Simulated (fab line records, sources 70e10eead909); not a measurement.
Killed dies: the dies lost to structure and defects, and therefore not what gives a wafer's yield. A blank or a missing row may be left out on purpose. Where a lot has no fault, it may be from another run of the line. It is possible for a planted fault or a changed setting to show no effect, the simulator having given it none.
fab line records	flow nand-harc
[record] lots = 14	wafers = 42	last-day = 27
route steps=1159 shown A_M0@994 THIN_TSV@1129 END@1159
lots that met no fault: from a run of the same line without faults
start-h: hours from the record's first day to the start of the lot's first wafer shown	wait-h: hours from the lot's prior step to this one	" same as the row above	L1.1+2: one row covering several wafers at once	- no value, or no start given	* or withheld: withheld	< > ~ a bound
route shown NAME@n: a module of which the file shows steps, and the number in the route of the first	usual: average and standard deviation across the fault-free wafers	same: alike in all rows	chamber/n: place in a boat	sites: readings site by site	_std_site: standard deviation across them	_edge_site: outer sites' mean less inner sites'	radius-mm: for every site, how far away it sits from the centre of the wafer	mask NAME#n: copy n	behind: the last tool/chamber to shape the wafer	hold: why the lot went on hold/how many hours it stayed there/how the hold came to an end	device: transistor that didn't switch, given as n, p or np	end of line: the route-end tests of the same wafers	where a step has no rows: the recipe by itself	killed: dies lost to structure and defects at the first sort, not the wafer's yield	map: the dies of a wafer, with x for killed, . for not killed, _ for no die there
set.NAME: the setting that was run; set.NAME@STEP: the one run at that earlier step	model.NAME: the simulator's own value behind a step, which no gauge read
a sample of lots followed through the steps of the route, with each step as a table and each wafer as a row
services: from which hour (start-h, from the record's first day; less than 0 if before it) a tool's chamber was out of use, for how many hours, and why
[[steps]]
[step NHARC_A_M0_DEP_00]
[recipe] target-thk-a = 1500	target-thk-nm = 150	temp-c = withheld	pressure-torr = 5	flow-sccm = 200	rf-w = 600	material = SiOC
lot.wafer	tool	chamber	start-h	wait-h
L793.1+5+6	pecvd-03	0,0,2	427.59	0.1
L795.1+3+4	pecvd-02	1,1,2	434.89	0.1
L796.1+4+6	pecvd-01	1,2,0	440.93	0.1
L798.4+5+6	pecvd-02	1,2,0	461.20	0.2
L802.3+6+5	pecvd-01	0,1,2	514.38	0.2
L801.2+6+4	pecvd-03	0,1,2	514.47	0.1
L804.4+5+6	pecvd-01	1,2,0	524.06	0.2
L799.2+1+4	pecvd-01	1,2,1	524.39	0.1
L800.3+2+4	pecvd-03	2,0,1	546.45	0.1
L810.3+1+4	pecvd-03	2,0,2	560.53	0.2
L809.1+2+5	pecvd-03	2,0,1	560.93	0.3
L813.1+6+5	pecvd-02	1,0,2	569.21	0.5
L816.3+4+6	pecvd-01	1,0,2	571.78	0.2
L815.2+6+5	pecvd-01	2,2,1	572.96	0.2
[step NHARC_THIN_TSV_PVD_19]
[recipe] target-thk-a = 200	chamber-pressure-pa = 5	material = TaN
[usual] throttle-valve-pct = 29.8/0.76
lot.wafer	tool	chamber	start-h	wait-h	throttle-valve-pct
L793.1	pvd-sputter-01	-	-	-	29.0
L793.5	"	-	"	"	30.4
L793.6	"	-	"	"	29.3
L795.3	pvd-sputter-02	-	-	-	29.7
L795.4	"	-	"	"	28.9
L795.1	"	-	"	"	31.2
L796.1	pvd-sputter-01	-	-	-	27.8
L796.4	"	-	"	"	30.3
L796.6	"	-	"	"	29.7
L798.4	pvd-sputter-01	-	-	-	30.5
L798.5	"	-	"	"	30.1
L798.6	"	-	"	"	29.5
L802.3	pvd-sputter-02	-	-	-	30.3
L802.5	"	-	"	"	29.8
L802.6	"	-	"	"	30.4
L801.2	pvd-sputter-02	-	-	-	29.7
L801.4	"	-	"	"	29.0
L801.6	"	-	"	"	30.2
L799.2	pvd-sputter-03	-	-	-	29.7
L799.4	"	-	"	"	28.8
L799.1	"	-	"	"	29.3
L804.4	pvd-sputter-03	-	-	-	29.2
L804.5	"	-	"	"	29.8
L804.6	"	-	"	"	29.0
L800.4	pvd-sputter-01	-	-	-	31.1
L800.2	"	-	"	"	29.1
L800.3	"	-	"	"	29.2
L810.4	pvd-sputter-03	-	-	-	29.9
L810.3	"	-	"	"	28.8
L809.1	pvd-sputter-02	-	-	-	30.8
L809.5	"	-	"	"	29.1
L816.3	pvd-sputter-03	-	-	-	29.6
L816.4	"	-	"	"	29.6
L816.6	"	-	"	"	29.9
L813.1	pvd-sputter-03	-	-	-	29.8
L813.6	"	-	"	"	29.0
L813.5	"	-	"	"	30.3
L815.2	pvd-sputter-03	-	-	-	29.6
L815.5	"	-	"	"	29.6
L815.6	"	-	"	"	29.7
[step NHARC_THIN_TSV_PRE_CLEAN_54]
[recipe] time-s = 30	temp-c = 280	gas = H2/He
[usual] heater-power-w = 418/33
[same] time-s = 30
lot.wafer	tool	chamber	start-h	wait-h	heater-power-w
L793.1	pvd-sputter-01	-	459.11	0.1	434
L793.5	"	-	"	"	405
L793.6	"	-	"	"	414
L795.4	pvd-sputter-01	-	465.83	0.0	416
L795.3	"	-	"	"	434
L795.1	"	-	"	"	415
L796.1	pvd-sputter-02	-	473.35	0.0	381
L796.4	"	-	"	"	413
L796.6	"	-	"	"	383
L798.4	pvd-sputter-01	-	491.36	0.1	422
L798.6	"	-	"	"	409
L798.5	"	-	"	"	440
L802.3	pvd-sputter-03	-	547.03	0.1	388
L802.5	"	-	"	"	452
L802.6	"	-	"	"	377
L801.2	pvd-sputter-02	-	548.58	0.0	405
L801.4	"	-	"	"	490
L801.6	"	-	"	"	429
L799.4	pvd-sputter-02	-	553.88	0.1	384
L799.2	"	-	"	"	478
L799.1	"	-	"	"	433
L804.4	pvd-sputter-03	-	555.30	0.0	385
L804.5	"	-	"	"	453
L804.6	"	-	"	"	378
L800.4	pvd-sputter-03	-	576.16	0.1	453
L800.2	"	-	"	"	373
L800.3	"	-	"	"	359
L810.3	pvd-sputter-03	-	593.07	0.1	448
L810.4	"	-	"	"	426
L809.1	pvd-sputter-01	-	594.36	0.0	425
L809.5	"	-	"	"	452
L816.3	pvd-sputter-03	-	600.47	0.1	428
L816.4	"	-	"	"	380
L816.6	"	-	"	"	434
L813.1	pvd-sputter-02	-	601.20	0.1	402
L813.6	"	-	"	"	381
L813.5	"	-	"	"	448
L815.2	pvd-sputter-01	-	605.18	0.1	425
L815.6	"	-	"	"	470
L815.5	"	-	"	"	424
[step NHARC_THIN_TSV_INSPECT_40]
[usual] raw-defect-count = 460/81
lot.wafer	tool	chamber	start-h	wait-h	raw-defect-count
L793.1	defect-inspect-02	-	466.21	0.4	398
L793.5	"	-	"	"	440
L793.6	"	-	"	"	464
L795.1	defect-inspect-02	-	472.71	0.4	602
L795.3	"	-	"	"	709
L795.4	"	-	"	"	680
L796.1	defect-inspect-02	-	481.50	0.4	384
L796.4	"	-	"	"	414
L796.6	"	-	"	"	355
L798.4	defect-inspect-01	-	498.19	0.4	379
L798.5	"	-	"	"	576
L798.6	"	-	"	"	419
L801.2	defect-inspect-01	-	553.77	0.4	434
L801.4	"	-	"	"	400
L801.6	"	-	"	"	399
L802.3	defect-inspect-02	-	553.77	0.4	478
L802.5	"	-	"	"	345
L802.6	"	-	"	"	408
L799.1	defect-inspect-02	-	561.22	0.4	439
L799.2	"	-	"	"	322
L799.4	"	-	"	"	366
L804.4	defect-inspect-02	-	561.23	0.4	460
L804.5	"	-	"	"	446
L804.6	"	-	"	"	388
L800.2	defect-inspect-02	-	583.26	0.4	372
L800.3	"	-	"	"	399
L800.4	"	-	"	"	433
L810.3	defect-inspect-02	-	600.38	0.4	519
L810.4	"	-	"	"	463
L809.1	defect-inspect-02	-	600.38	0.4	449
L809.5	"	-	"	"	515
L813.1	defect-inspect-02	-	605.85	0.4	466
L813.5	"	-	"	"	527
L813.6	"	-	"	"	606
L816.3	defect-inspect-02	-	605.86	0.4	552
L816.4	"	-	"	"	591
L816.6	"	-	"	"	474
L815.2	defect-inspect-01	-	612.20	0.4	384
L815.5	"	-	"	"	375
L815.6	"	-	"	"	483
[step NHARC_END_SORT_01]
[recipe] temp-c = 25
[usual] defect-limited-yield = 95.4/1.6	killed-at-array = 28/11	killed-at-other = 0.9/1.2	killed-at-periphery = 2.6/2.1	killed-dies = 31/11	killed-open = 3.1/1.7	killed-short = 1.9/1.3	sort_bin_2_pct = 1.5/0.64	sort_bin_3_pct = 0.26/0.21	sort_bin_4_pct = 2.9/1.1	sort-n-pass = 646/11	sort-rim-yield-pct = 96.4/2.3	sort-yield-pct = 95.4/1.6
[same] gross-dies = 677	sort_bin_5_pct[%] = 0	sort_bin_6_pct[%] = 0	sort_bin_7_pct[%] = 0	sort_bin_8_pct[%] = 0	sort-rim-n-gross = 106.00
lot.wafer	tool	chamber	start-h	wait-h	defect-limited-yield[%]	killed-at-array	killed-at-other	killed-at-periphery	killed-dies	killed-open	killed-short	sort_bin_2_pct[%]	sort_bin_3_pct[%]	sort_bin_4_pct[%]	sort-n-pass	sort-rim-yield-pct[%]	sort-yield-pct[%]
L793.1	prober-02	0	476.46	2.5	95.7	26	1	2	29	1	3	1.5	0	2.8	648	99.1	95.7
L793.5	prober-02	0	479.66	3.7	95.1	30	1	2	33	2	2	1.8	0.15	3.0	644	96.2	95.1
L793.6	prober-02	0	480.46	4.0	94.5	34	0	3	37	2	2	1.2	0.59	3.7	640	96.2	94.5
L795.1	prober-02	0	484.24	2.5	97.9	11	1	2	14	4	1	0.4	0	1.6	663	98.1	97.9
L795.3	prober-02	0	485.84	3.1	98.1	12	0	1	13	1	0	0.7	0	1.2	664	99.1	98.1
L795.4	prober-02	0	486.64	3.4	97.8	12	0	3	15	1	1	0.6	0	1.6	662	100.0	97.8
L796.1	prober-02	0	492.05	2.5	97.6	15	0	1	16	3	2	1.0	0.15	1.2	661	94.3	97.6
L796.4	prober-02	0	494.47	3.4	96.6	22	0	1	23	1	2	1.0	0.30	2.1	654	95.3	96.6
L796.6	prober-02	0	496.09	4.0	98.2	12	0	0	12	2	0	0.6	0.15	1.0	665	98.1	98.2
L798.4	prober-01	0	503.70	3.4	97.3	15	0	3	18	0	0	0.4	0	2.2	659	100.0	97.3
L798.5	prober-01	0	504.50	3.7	96.0	23	0	4	27	3	1	0.7	0.15	3.1	650	99.1	96.0
L798.6	prober-01	0	505.30	4.0	96.9	18	0	3	21	3	1	1.0	0	2.1	656	95.3	96.9
L802.3	prober-01	0	558.39	3.1	98.5	8	0	2	10	0	0	0.6	0.15	0.7	667	97.2	98.5
L802.5	prober-01	0	559.99	3.7	97.5	12	1	4	17	2	6	0.9	0.30	1.3	660	97.2	97.5
L802.6	prober-01	0	560.79	4.0	97.8	13	1	1	15	2	1	0.6	0	1.6	662	95.3	97.8
L801.2	prober-01	0	565.43	2.8	96.9	20	0	1	21	2	0	0.7	0	2.4	656	98.1	96.9
L801.4	prober-01	0	567.03	3.4	95.3	24	4	4	32	3	2	1.6	0.15	3.0	645	97.2	95.3
L801.6	prober-01	0	568.63	4.0	95.6	24	2	4	30	5	2	1.0	0.44	3.0	647	97.2	95.6
L799.1	prober-02	0	572.34	2.5	97.6	13	0	3	16	4	1	0.6	0	1.8	661	97.2	97.6
L799.2	prober-02	0	573.14	2.8	97.5	15	0	2	17	2	3	0.6	0	1.9	660	96.2	97.5
L799.4	prober-02	0	574.75	3.4	97.9	10	0	4	14	1	2	0	0.15	1.9	663	94.3	97.9
L804.4	prober-01	0	574.90	3.4	94.2	36	1	2	39	2	1	1.9	1.03	2.8	638	95.3	94.2
L804.5	prober-01	0	575.70	3.7	95.6	30	0	0	30	0	2	1.3	0.44	2.7	647	95.3	95.6
L804.6	prober-01	0	576.51	4.0	94.4	35	0	3	38	4	1	2.5	0.44	2.7	639	97.2	94.4
L800.2	prober-02	0	587.14	2.8	96.2	18	4	4	26	6	1	1.3	0	2.5	651	97.2	96.2
L800.3	prober-02	0	587.94	3.1	97.8	12	1	2	15	2	1	0.3	0.15	1.8	662	98.1	97.8
L800.4	prober-02	0	588.75	3.4	97.0	16	3	1	20	5	4	0.4	0	2.5	657	97.2	97.0
L810.1	prober-02	0	606.09	2.4	0	673	0	4	677	3	3	95.4	0.30	4.3	0	0	0
L810.3	prober-02	0	607.69	3.1	93.8	41	0	1	42	0	2	1.2	0.44	4.6	635	97.2	93.8
L810.4	prober-02	0	608.49	3.4	94.1	38	0	2	40	4	1	1.5	0.30	4.1	637	93.4	94.1
L809.1	prober-01	0	609.33	2.5	95.1	31	0	2	33	4	4	1.5	0.15	3.2	644	98.1	95.1
L809.2	prober-01	0	610.13	2.8	0	668	1	8	677	4	1	96.2	0.30	3.5	0	0	0
L809.5	prober-01	0	612.52	3.7	93.1	39	1	7	47	3	5	1.6	0.30	5.0	630	99.1	93.1
L813.1	prober-02	0	621.68	2.5	96.8	15	1	6	22	4	0	1.6	0	1.6	655	99.1	96.8
L813.5	prober-02	0	624.87	3.7	97.0	17	0	3	20	4	1	1.2	0.30	1.5	657	97.2	97.0
L813.6	prober-02	0	625.67	4.0	95.9	21	0	7	28	7	1	0.6	0.15	3.4	649	96.2	95.9
L816.3	prober-01	0	626.49	3.1	94.4	25	0	13	38	7	3	2.7	0	3.0	639	89.6	94.4
L816.4	prober-01	0	627.29	3.4	95.7	21	1	7	29	5	3	1.9	0.44	1.9	648	97.2	95.7
L816.6	prober-01	0	628.90	4.0	93.9	32	2	7	41	3	2	2.4	0	3.7	636	98.1	93.9
L815.2	prober-02	0	638.05	2.8	93.9	36	1	4	41	5	1	2.5	0.15	3.4	636	96.2	93.9
L815.5	prober-02	0	640.40	3.6	95.1	30	1	2	33	2	2	1.9	0	3.0	644	99.1	95.1
L815.6	prober-02	0	641.18	3.9	94.1	34	2	4	40	4	0	1.9	0.59	3.4	637	95.3	94.1
// killed by level:class
L793.1 A_CHANNEL_HOLE_D1:chamber-film-flake=11 A_SLIT:chamber-film-flake=5 A_STAIRCASE:chamber-film-flake=4 P_STI:chamber-film-flake=2 A_ONON_D1:geometric-particle:short=1 A_CHANNEL_FILL_D1:geometric-particle:open=1 A_CHANNEL_FILL_D1:geometric-particle:short=1 A_CONTACT:geometric-particle:short=1
L793.5 A_CHANNEL_HOLE_D1:chamber-film-flake=13 A_SLIT:chamber-film-flake=9 A_STAIRCASE:chamber-film-flake=2 A_CONTACT:chamber-film-flake=2 A_ONON_D1:geometric-particle:open=1 A_CHANNEL_FILL_D1:geometric-particle:open=1 A_CHANNEL_FILL_D1:geometric-particle:short=1 A_BLC:geometric-particle:short=1
L793.6 A_CHANNEL_HOLE_D1:chamber-film-flake=13 A_SLIT:chamber-film-flake=9 A_STAIRCASE:chamber-film-flake=6 A_CONTACT:chamber-film-flake=4 A_CHANNEL_FILL_D1:geometric-particle:short=2 P_M0:geometric-particle:open=1 P_M1:geometric-particle:open=1 P_ZERO_WELL:chamber-film-flake=1
L795.1 A_CONTACT:chamber-film-flake=3 A_CHANNEL_HOLE_D1:chamber-film-flake=2 A_SLIT:chamber-film-flake=2 P_STI:geometric-particle:short=1 P_CONTACT:geometric-particle:open=1 A_ONON_D1:geometric-particle:open=1 A_CONTACT:geometric-particle:open=1 A_BLC:geometric-particle:open=1
L795.3 A_STAIRCASE:chamber-film-flake=3 A_SLIT:chamber-film-flake=3 A_CONTACT:chamber-film-flake=3 A_CHANNEL_FILL_D1:geometric-particle:open=1 P_ZERO_WELL:chamber-film-flake=1 A_SGD_CUT:chamber-film-flake=1 A_WL_FILL:chamber-film-flake=1
L795.4 A_CHANNEL_HOLE_D1:chamber-film-flake=5 A_WL_FILL:chamber-film-flake=3 P_STI:chamber-film-flake=2 P_GATE:geometric-particle:short=1 A_M0:geometric-particle:open=1 A_STAIRCASE:chamber-film-flake=1 A_SLIT:chamber-film-flake=1 A_CONTACT:chamber-film-flake=1
L796.1 A_SLIT:chamber-film-flake=5 A_STAIRCASE:chamber-film-flake=3 P_M1:geometric-particle:open=1 A_ONON_D1:geometric-particle:short=1 A_WL_FILL:geometric-particle:open=1 A_CONTACT:geometric-particle:short=1 A_M0:geometric-particle:open=1 A_CHANNEL_HOLE_D1:chamber-film-flake=1
L796.4 A_SLIT:chamber-film-flake=9 A_STAIRCASE:chamber-film-flake=3 A_WL_FILL:chamber-film-flake=3 A_CONTACT:chamber-film-flake=3 A_CHANNEL_HOLE_D1:chamber-film-flake=2 P_M1:geometric-particle:short=1 A_M0:geometric-particle:open=1 A_M1:geometric-particle:short=1
L796.6 A_CHANNEL_HOLE_D1:chamber-film-flake=3 A_SLIT:chamber-film-flake=3 A_CONTACT:chamber-film-flake=3 A_WL_FILL:geometric-particle:open=2 A_STAIRCASE:chamber-film-flake=1
L798.4 A_SLIT:chamber-film-flake=8 P_CONTACT:chamber-film-flake=2 A_CHANNEL_HOLE_D1:chamber-film-flake=2 A_STAIRCASE:chamber-film-flake=2 P_GATE:chamber-film-flake=1 A_ZERO_WELL:chamber-film-flake=1 A_WL_FILL:chamber-film-flake=1 A_CONTACT:chamber-film-flake=1
L798.5 A_SLIT:chamber-film-flake=8 A_CONTACT:chamber-film-flake=5 A_CHANNEL_HOLE_D1:chamber-film-flake=4 A_STAIRCASE:chamber-film-flake=3 P_CONTACT:geometric-particle:open=2 P_CONTACT:chamber-film-flake=2 A_ONON_D1:geometric-particle:open=1 A_SGD_CUT:geometric-particle:short=1
L798.6 A_SLIT:chamber-film-flake=9 A_CONTACT:chamber-film-flake=5 P_CONTACT:chamber-film-flake=2 P_M0:geometric-particle:open=1 A_CHANNEL_FILL_D1:geometric-particle:open=1 A_STAIRCASE:geometric-particle:open=1 A_SGD_CUT:geometric-particle:short=1 A_STAIRCASE:chamber-film-flake=1
L802.3 A_CHANNEL_HOLE_D1:chamber-film-flake=3 A_SLIT:chamber-film-flake=2 P_ZERO_WELL:chamber-film-flake=1 P_BONDPAD:chamber-film-flake=1 A_STAIRCASE:chamber-film-flake=1 A_WL_FILL:chamber-film-flake=1 A_CONTACT:chamber-film-flake=1
L802.5 A_CHANNEL_HOLE_D1:chamber-film-flake=4 A_CHANNEL_FILL_D1:geometric-particle:short=2 P_STI:chamber-film-flake=2 A_CONTACT:chamber-film-flake=2 P_GATE:geometric-particle:short=1 P_CONTACT:geometric-particle:open=1 A_ONON_D1:geometric-particle:short=1 A_WL_FILL:geometric-particle:short=1
L802.6 A_CHANNEL_HOLE_D1:chamber-film-flake=4 A_CONTACT:chamber-film-flake=3 A_CHANNEL_FILL_D1:geometric-particle:open=2 A_STAIRCASE:chamber-film-flake=2 P_M0:geometric-particle:short=1 A_ZERO_WELL:chamber-film-flake=1 A_WL_FILL:chamber-film-flake=1 THIN_TSV:chamber-film-flake=1
L801.2 A_CHANNEL_HOLE_D1:chamber-film-flake=11 A_CONTACT:chamber-film-flake=5 A_CHANNEL_FILL_D1:chamber-film-flake=2 P_GATE:geometric-particle:open=1 A_BLC:geometric-particle:open=1 A_STAIRCASE:chamber-film-flake=1
L801.4 A_CHANNEL_HOLE_D1:chamber-film-flake=19 THIN_TSV:chamber-film-flake=3 A_ZERO_WELL:chamber-film-flake=2 A_CONTACT:chamber-film-flake=2 P_GATE:geometric-particle:open=1 P_CONTACT:geometric-particle:open=1 P_M1:geometric-particle:open=1 A_ONON_D1:geometric-particle:short=1
L801.6 A_CHANNEL_HOLE_D1:chamber-film-flake=10 A_CONTACT:chamber-film-flake=6 P_M0:geometric-particle:open=2 A_ZERO_WELL:chamber-film-flake=2 A_CHANNEL_FILL_D1:chamber-film-flake=2 P_CONTACT:geometric-particle:open=1 A_SOURCE_PLATE:geometric-particle:open=1 A_CHANNEL_FILL_D1:geometric-particle:short=1
L799.1 A_STAIRCASE:chamber-film-flake=3 A_CONTACT:chamber-film-flake=3 P_CONTACT:geometric-particle:open=2 A_CHANNEL_HOLE_D1:chamber-film-flake=2 A_ONON_D1:geometric-particle:open=1 A_CHANNEL_FILL_D1:geometric-particle:open=1 A_CONTACT:geometric-particle:short=1 P_STI:chamber-film-flake=1
L799.2 A_CONTACT:chamber-film-flake=5 A_STAIRCASE:chamber-film-flake=3 A_SGD_CUT:geometric-particle:open=2 A_WL_FILL:geometric-particle:short=2 A_CHANNEL_HOLE_D1:chamber-film-flake=2 P_M1:geometric-particle:short=1 P_STI:chamber-film-flake=1 A_WL_FILL:chamber-film-flake=1
L799.4 A_CHANNEL_HOLE_D1:chamber-film-flake=4 A_CONTACT:chamber-film-flake=3 A_STAIRCASE:chamber-film-flake=2 P_STI:geometric-particle:open=1 P_CONTACT:geometric-particle:short=1 P_M1:geometric-particle:short=1 P_CONTACT:chamber-film-flake=1 A_WL_FILL:chamber-film-flake=1
L804.4 A_CHANNEL_HOLE_D1:chamber-film-flake=17 A_SLIT:chamber-film-flake=13 A_M1:geometric-particle:open=2 A_ZERO_WELL:chamber-film-flake=2 P_STI:geometric-particle:short=1 P_ZERO_WELL:chamber-film-flake=1 THIN_TSV:chamber-film-flake=1 A_CHANNEL_FILL_D1:chamber-film-flake=1
L804.5 A_CHANNEL_HOLE_D1:chamber-film-flake=18 A_SLIT:chamber-film-flake=9 A_CHANNEL_HOLE_D1:geometric-particle:short=1 A_M0:geometric-particle:short=1 A_CHANNEL_FILL_D1:chamber-film-flake=1
L804.6 A_CHANNEL_HOLE_D1:chamber-film-flake=18 A_SLIT:chamber-film-flake=10 A_CHANNEL_FILL_D1:geometric-particle:open=2 A_CHANNEL_FILL_D1:chamber-film-flake=2 P_M0:geometric-particle:open=1 P_M1:geometric-particle:short=1 A_BLC:geometric-particle:open=1 P_M0:chamber-film-flake=1
L800.2 A_CHANNEL_HOLE_D1:chamber-film-flake=9 A_SGD_CUT:chamber-film-flake=4 THIN_TSV:chamber-film-flake=4 P_M1:geometric-particle:open=2 A_M0:geometric-particle:open=2 P_M0:geometric-particle:open=1 A_SOURCE_PLATE:geometric-particle:short=1 A_CHANNEL_FILL_D1:geometric-particle:open=1
L800.3 A_CHANNEL_HOLE_D1:chamber-film-flake=4 A_STAIRCASE:chamber-film-flake=3 A_CONTACT:chamber-film-flake=2 P_M0:geometric-particle:open=1 P_M1:geometric-particle:open=1 A_CHANNEL_FILL_D1:geometric-particle:short=1 A_SGD_CUT:chamber-film-flake=1 A_M0:chamber-film-flake=1
L800.4 A_CHANNEL_HOLE_D1:chamber-film-flake=7 THIN_TSV:chamber-film-flake=3 A_M1:geometric-particle:open=2 P_CONTACT:geometric-particle:short=1 A_CHANNEL_FILL_D1:geometric-particle:open=1 A_WL_FILL:geometric-particle:short=1 A_WL_FILL:geometric-particle:open=1 A_CONTACT:geometric-particle:open=1
L810.1 A_M0:area-dep=635 A_CHANNEL_HOLE_D1:chamber-film-flake=18 A_SLIT:chamber-film-flake=11 A_CONTACT:chamber-film-flake=4 P_M2:chamber-film-flake=2 P_CONTACT:geometric-particle:short=1 P_M0:geometric-particle:open=1 A_SOURCE_PLATE:geometric-particle:short=1
L810.3 A_CHANNEL_HOLE_D1:chamber-film-flake=22 A_SLIT:chamber-film-flake=12 A_CONTACT:chamber-film-flake=3 A_STAIRCASE:chamber-film-flake=2 A_SOURCE_PLATE:geometric-particle:short=1 A_CHANNEL_FILL_D1:geometric-particle:short=1 P_ZERO_WELL:chamber-film-flake=1
L810.4 A_CHANNEL_HOLE_D1:chamber-film-flake=19 A_SLIT:chamber-film-flake=9 A_CONTACT:chamber-film-flake=3 A_STAIRCASE:chamber-film-flake=2 P_M0:geometric-particle:open=1 A_ONON_D1:geometric-particle:open=1 A_SGD_CUT:geometric-particle:open=1 A_M0:geometric-particle:open=1
L809.1 A_CHANNEL_HOLE_D1:chamber-film-flake=20 A_ONON_D1:geometric-particle:short=3 P_STI:geometric-particle:open=1 A_SOURCE_PLATE:geometric-particle:open=1 A_CHANNEL_HOLE_D1:geometric-particle:short=1 A_SLIT:geometric-particle:open=1 A_CONTACT:geometric-particle:open=1 P_M2:chamber-film-flake=1
L809.2 A_M0:area-dep=642 A_CHANNEL_HOLE_D1:chamber-film-flake=18 P_M2:chamber-film-flake=5 P_M1:chamber-film-flake=3 A_ONON_D1:geometric-particle:short=1 A_SOURCE_PLATE:geometric-particle:open=1 A_CHANNEL_FILL_D1:geometric-particle:open=1 A_SGD_CUT:geometric-particle:open=1
L809.5 A_CHANNEL_HOLE_D1:chamber-film-flake=24 P_M2:chamber-film-flake=5 A_ONON_D1:geometric-particle:short=3 A_M1:chamber-film-flake=3 A_CHANNEL_FILL_D1:geometric-particle:open=2 P_M1:chamber-film-flake=2 A_STAIRCASE:chamber-film-flake=2 A_SOURCE_PLATE:geometric-particle:short=1
L813.1 P_M1:chamber-film-flake=6 A_CHANNEL_HOLE_D1:chamber-film-flake=3 A_CONTACT:chamber-film-flake=3 A_CONTACT:geometric-particle:open=2 A_STAIRCASE:chamber-film-flake=2 A_BONDPAD:chamber-film-flake=2 A_SLIT:geometric-particle:open=1 A_BLC:geometric-particle:open=1
L813.5 A_STAIRCASE:chamber-film-flake=6 A_CHANNEL_HOLE_D1:chamber-film-flake=3 A_CONTACT:chamber-film-flake=3 A_M0:geometric-particle:open=2 P_M1:chamber-film-flake=2 P_M0:geometric-particle:open=1 A_CONTACT:geometric-particle:short=1 A_CONTACT:geometric-particle:open=1
L813.6 A_STAIRCASE:chamber-film-flake=6 A_CHANNEL_HOLE_D1:chamber-film-flake=5 A_CONTACT:chamber-film-flake=4 P_M1:chamber-film-flake=3 A_CHANNEL_FILL_D1:geometric-particle:open=2 P_GATE:geometric-particle:short=1 P_GATE:geometric-particle:open=1 P_CONTACT:geometric-particle:open=1
L816.3 A_SLIT:chamber-film-flake=8 P_ZERO_WELL:chamber-film-flake=5 A_CHANNEL_HOLE_D1:chamber-film-flake=5 P_CONTACT:chamber-film-flake=3 A_CONTACT:chamber-film-flake=3 P_M0:geometric-particle:open=2 A_CHANNEL_FILL_D1:geometric-particle:short=2 A_CONTACT:geometric-particle:open=2
L816.4 A_SLIT:chamber-film-flake=10 P_CONTACT:chamber-film-flake=3 A_CHANNEL_HOLE_D1:chamber-film-flake=3 A_CONTACT:chamber-film-flake=2 P_CONTACT:geometric-particle:open=1 P_M0:geometric-particle:open=1 A_ONON_D1:geometric-particle:open=1 A_CHANNEL_FILL_D1:geometric-particle:short=1
L816.6 A_SLIT:chamber-film-flake=12 A_CHANNEL_HOLE_D1:chamber-film-flake=8 A_CONTACT:chamber-film-flake=5 A_STAIRCASE:chamber-film-flake=4 P_ZERO_WELL:chamber-film-flake=2 P_CONTACT:geometric-particle:open=1 P_M0:geometric-particle:short=1 A_SOURCE_PLATE:geometric-particle:short=1
L815.2 A_CHANNEL_HOLE_D1:chamber-film-flake=26 A_CONTACT:chamber-film-flake=3 P_CONTACT:geometric-particle:open=2 A_STAIRCASE:chamber-film-flake=2 A_SLIT:chamber-film-flake=2 P_GATE:geometric-particle:short=1 A_CHANNEL_FILL_D1:geometric-particle:open=1 A_CONTACT:geometric-particle:open=1
L815.5 A_CHANNEL_HOLE_D1:chamber-film-flake=20 A_CONTACT:chamber-film-flake=4 A_SLIT:chamber-film-flake=3 P_GATE:geometric-particle:open=1 P_M0:geometric-particle:open=1 A_ONON_D1:geometric-particle:short=1 A_M1:geometric-particle:short=1 A_M1:chamber-film-flake=1
L815.6 A_CHANNEL_HOLE_D1:chamber-film-flake=22 A_STAIRCASE:chamber-film-flake=6 A_CONTACT:chamber-film-flake=4 P_M0:geometric-particle:open=2 THIN_TSV:chamber-film-flake=2 P_GATE:geometric-particle:open=1 A_M0:geometric-particle:open=1 P_GATE:chamber-film-flake=1
[[services]]
tool	chamber	start-h	hours	kind
pvd-sputter-03	-	404.00	3.0	repair
pvd-sputter-01	-	404.17	4.2	repair
pecvd-01	-	418.53	13.0	pm
pecvd-01	0	418.53	13.0	vent-cycle
pecvd-01	1	418.53	13.0	vent-cycle
pecvd-01	2	418.53	13.0	vent-cycle
pecvd-02	0	421.28	39.5	repair
pecvd-01	0	452.84	6.8	repair
pvd-sputter-03	-	458.06	10.0	pm
pecvd-02	1	463.07	14.3	repair
pvd-sputter-01	-	463.54	1.1	repair
pecvd-03	-	473.00	13.0	pm
pecvd-02	-	477.67	0.5	repair
pecvd-01	1	481.00	10.8	repair
pvd-sputter-03	-	491.92	1.0	repair
pvd-sputter-03	-	497.98	1.0	repair
pvd-sputter-01	-	514.00	10.0	pm
pecvd-02	-	515.17	13.0	pm
pecvd-03	1	516.87	4.4	repair
pvd-sputter-02	-	537.91	0.5	repair
pvd-sputter-01	-	548.86	7.2	repair
pvd-sputter-02	-	551.57	0.5	repair
pvd-sputter-02	-	570.00	10.0	pm
pecvd-01	-	599.53	13.0	pm
[[key]]
[first-sign] step = NHARC_END_SORT_01	reading = sort_bin_2_pct	direction = up	sigmas = 99+	usual = 1.5	struck = 95.8
[effect] step = NHARC_END_SORT_01	reading = killed-at-array	direction = up	sigmas = 60	usual = 28	struck = 670
[more-kills-born-at] NHARC_A_M0_DEP_00@pecvd-03 = 1277
met-at NHARC_A_M0_DEP_00
struck-lots L809,L810
struck-wafers L809.2,L810.1
later-rows-left-out L809.2,L810.1
not-acting-at NHARC_THIN_TSV_PVD_19,NHARC_THIN_TSV_PRE_CLEAN_54,NHARC_THIN_TSV_INSPECT_40
onset-between 546.45 560.53
[fault] kind = process-parameter-drift	tool = pecvd-03	chamber = 0	onset-h = 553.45	steps = NHARC_A_M0_DEP_00	channel = target-thk-a	offset = *	shape = step	end-h = 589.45	acts-in = *	stated = *
// later-rows-left-out: the simulator's readings of these wafers behind a module that went badly wrong aren't trusted and aren't shown, but for the sort
